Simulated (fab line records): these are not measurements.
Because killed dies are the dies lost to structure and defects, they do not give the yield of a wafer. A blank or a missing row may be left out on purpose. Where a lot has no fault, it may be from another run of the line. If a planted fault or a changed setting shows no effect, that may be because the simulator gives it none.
Chamber matching ; flow nand_harc ; 3 sister chambers for NHARC_A_STAIRCASE_DEP_151 on pecvd-01
The step deposits SiO2, target thk 3800 nm. 14 wafers are shown with their chamber, then 7 later ones without.

== WAFERS, EACH WITH ITS CHAMBER ==
wafer;chamber;heater_power_w (W)
L075.2;2;563
L075.3;1;709
L075.4;2;566
L078.1;0;674
L078.3;2;687
L078.5;2;570
L084.3;1;810
L084.4;2;542
L084.6;1;644
L086.2;0;637
L086.3;2;622
L086.5;2;536
L092.3;1;711
L092.4;2;570

SIGNATURES (means of the wafers above)
reading;chamber 0;chamber 1;chamber 2;scatter within a chamber
heater_power_w;655.50;718.50;582.00;53.9
Rule: for each reading, subtract the chamber's mean from the wafer's reading, divide by that reading's scatter and square the result; add these up over the readings and take the root, which gives the wafer's distance from the chamber. If the next closest chamber is less than 2 further off than the closest, the wafer can't be placed; otherwise it belongs to the closest. The scatter: the root of (the sum of the squares of (reading less its chamber's mean) over the shown wafers, divided by (wafers less chambers)).

== WAFERS WITHOUT THEIR CHAMBER ==
wafer;heater_power_w (W)
L092.6;582
L093.1;651
L093.3;642
L093.4;634
L097.1;710
L097.3;664
L097.6;659

== WHICH CHAMBER EACH WENT THROUGH ==
wafer;from the rows above;in truth
L092.6;can't be placed: 2 or 0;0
L093.1;can't be placed: 0 or 1 or 2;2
L093.3;can't be placed: 0 or 2 or 1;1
L093.4;can't be placed: 0 or 2 or 1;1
L097.1;can't be placed: 1 or 0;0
L097.3;can't be placed: 0 or 1 or 2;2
L097.6;can't be placed: 0 or 1 or 2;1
0 of 7 placed correctly. Can't be placed from these rows: 7 (the true chamber is among the candidates in 7). Wrongly placed: 0.
